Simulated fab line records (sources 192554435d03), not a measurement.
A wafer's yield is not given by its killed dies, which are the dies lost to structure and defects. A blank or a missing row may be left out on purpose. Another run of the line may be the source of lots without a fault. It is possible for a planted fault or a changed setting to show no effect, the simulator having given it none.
8D (eight disciplines) problem report, filled in by code | flow n5Finfet | the parts of the form that need people (team, actions taken, sign-off) are left out

1. THE ISSUE
spinSpeedRpm at N5_DUMMY_GATE_COAT_35 reads a mean of 1440.3 rpm on 6 wafers of 2 lots; wafers without a fault read 1499.9 rpm with a standard deviation of 0.85. That puts it -70 standard deviations away from the usual mean.
The step: time 60 s, resist thk 10 nm.
The first sign was on wafer L975.3 at day 6 21:35, on lithoTrack-03. The record has a number at this step for 27 wafers belonging to 9 lots. The rule behind "out" and "out of limits": a value lying over 4 standard deviations away from the usual mean. Any other wafer with a number is counted as sound.

2. WHAT THIS IS AND IS NOT
question                    | is                     | is not
which readings at this step | spinSpeedRpm           | -
which lots                  | L975, L980             | L963, L964, L968, L970, L974, L976, L982
which wafers of those lots  | all that have a number | -
read on which tools         | lithoTrack-03          | lithoTrack-02, lithoTrack-04
when                        | from day 6 21:35       | up to then (15 sound wafers); but 6 sound wafers of L976, L982 came after

3. SUSPECTS, AND WHAT RULES EACH OUT
Counting: a tool at a process step up to the reading stays a suspect if it ran every lot that is out and no sound lot after the first of them.
- lithoTrack-03 at N5_DUMMY_GATE_COAT_35 (time 60 s, resist thk 10 nm): kept. It processed each lot that is out, first L975 at day 6 21:35, and no sound lot thereafter; up to then, the last sound lot it processed was L970 at day 5 15:41. Its own spinSpeedRpm readings are out on those wafers.
The count leaves lithoTrack-03 at N5_DUMMY_GATE_COAT_35.

4. THE CAUSE (what the simulator had put in)
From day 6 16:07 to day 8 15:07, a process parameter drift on lithoTrack-03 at N5_DUMMY_GATE_COAT_35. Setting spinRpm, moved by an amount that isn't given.
Counting left only this tool.

5. SEQUENCE OF EFFECTS, ordered by route
Each row: a reading where the mean over the struck wafers with a number is more than 3 standard deviations away from the usual. Readings are gone through only where the record gives a usual standard deviation; hours: the median, over the lots, of the time from a lot's start at the first step in this table giving one to that lot's start at this step; sigmas: the change measured in usual standard deviations.
hours | step                  | reading      | usual      | on struck wafers | change | sigmas
0     | N5_DUMMY_GATE_COAT_35 | spinSpeedRpm | 1499.9 rpm | 1440.3           | -59.6  | -70
It contains these process steps:
- N5_DUMMY_GATE_COAT_35: time 60 s, resist thk 10 nm.
Later steps that measure or inspect, where all struck wafers having a row at the step show a number for every such reading and not one has moved that far: N5_DUMMY_GATE_OVL_MEAS_16, N5_BEOL_M4_RC_MEAS_101.

6. WHAT WOULD HAVE CAUGHT IT SOONER
In this record no reading fell out of limits until day 6 21:35, 5 hours after the fault had begun at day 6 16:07.
